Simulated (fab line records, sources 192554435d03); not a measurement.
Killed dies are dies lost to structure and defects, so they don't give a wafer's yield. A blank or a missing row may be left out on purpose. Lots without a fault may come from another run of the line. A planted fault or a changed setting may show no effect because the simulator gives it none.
Chamber matching | flow n5_finfet | N5_MOL_CONTACT_COAG_ETCHBACK_135 on rie_diel-06: 4 sister chambers
The step etches SiO2 in CHF3, target depth 25 nm, time 16.7 s. 4 wafers are shown with their chamber, then 10 later ones without.

WAFERS WITH THEIR CHAMBER
wafer  | chamber | rf_vpp_V (V)
L090.1 | 3       | 530
L090.2 | 2       | 523
L094.1 | 1       | 516
L094.2 | 0       | 554

WAFERS WITHOUT THEIR CHAMBER
wafer  | rf_vpp_V (V)
L094.5 | 529
L095.1 | 522
L095.2 | 554
L095.5 | 514
L096.1 | 523
L096.2 | 516
L096.6 | 516
L097.1 | 522
L097.3 | 515
L097.5 | 555

WHICH CHAMBER EACH WENT THROUGH
wafer  | from the rows above | in truth
L094.5 | 3                   | 3
L095.1 | 2                   | 2
L095.2 | 0                   | 0
L095.5 | 1                   | 1
L096.1 | 2                   | 2
L096.2 | 1                   | 1
L096.6 | 1                   | 1
L097.1 | 2                   | 2
L097.3 | 1                   | 1
L097.5 | 0                   | 0
Placed correctly: 10 of 10. Can't be placed from these rows: 0. Placed wrongly: 0.
How it was worked out, from the rows above alone: a wafer's distance from a chamber is the root of the sum, over the readings, of the square of ((its reading less the chamber's mean) divided by the reading's scatter). The wafer belongs to the nearest chamber; if the next one is less than 2 further off, it can't be placed. A chamber's mean is the mean of its shown wafers. The scatter: with one shown wafer a chamber, the root of the mean of the squares of how far each hidden wafer lies from its nearest shown one.
